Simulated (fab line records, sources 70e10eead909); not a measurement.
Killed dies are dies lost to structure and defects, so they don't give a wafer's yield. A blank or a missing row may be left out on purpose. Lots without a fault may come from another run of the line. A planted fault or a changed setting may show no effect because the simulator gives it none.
Chamber matching | flow nand_harc | NHARC_A_CONTACT_DEP_29 on pecvd-04: 3 sister chambers
The step deposits SiON, target thk 100 nm. 3 wafers are shown with their chamber, then 8 later ones without.

WAFERS WITH THEIR CHAMBER
wafer  | chamber | heater_power_w (W)
L082.3 | 2       | 1024
L082.6 | 1       | 759
L085.1 | 0       | 677

WAFERS WITHOUT THEIR CHAMBER
wafer  | heater_power_w (W)
L085.2 | 703
L085.3 | 899
L084.2 | 999
L084.5 | 1028
L084.6 | 638
L094.2 | 956
L094.4 | 794
L094.6 | 982

WHICH CHAMBER EACH WENT THROUGH
wafer  | from the rows above          | in truth
L085.2 | can't be placed: 0 or 1      | 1
L085.3 | can't be placed: 2 or 1 or 0 | 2
L084.2 | 2                            | 2
L084.5 | 2                            | 2
L084.6 | can't be placed: 0 or 1      | 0
L094.2 | 2                            | 2
L094.4 | can't be placed: 1 or 0      | 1
L094.6 | 2                            | 2
Placed correctly: 4 of 8. Can't be placed from these rows: 4 (the true chamber is among the candidates in 4). Placed wrongly: 0.
How it was worked out, from the rows above alone: a wafer's distance from a chamber is the root of the sum, over the readings, of the square of ((its reading less the chamber's mean) divided by the reading's scatter). The wafer belongs to the nearest chamber; if the next one is less than 2 further off, it can't be placed. A chamber's mean is the mean of its shown wafers. The scatter: with one shown wafer a chamber, the root of the mean of the squares of how far each hidden wafer lies from its nearest shown one.
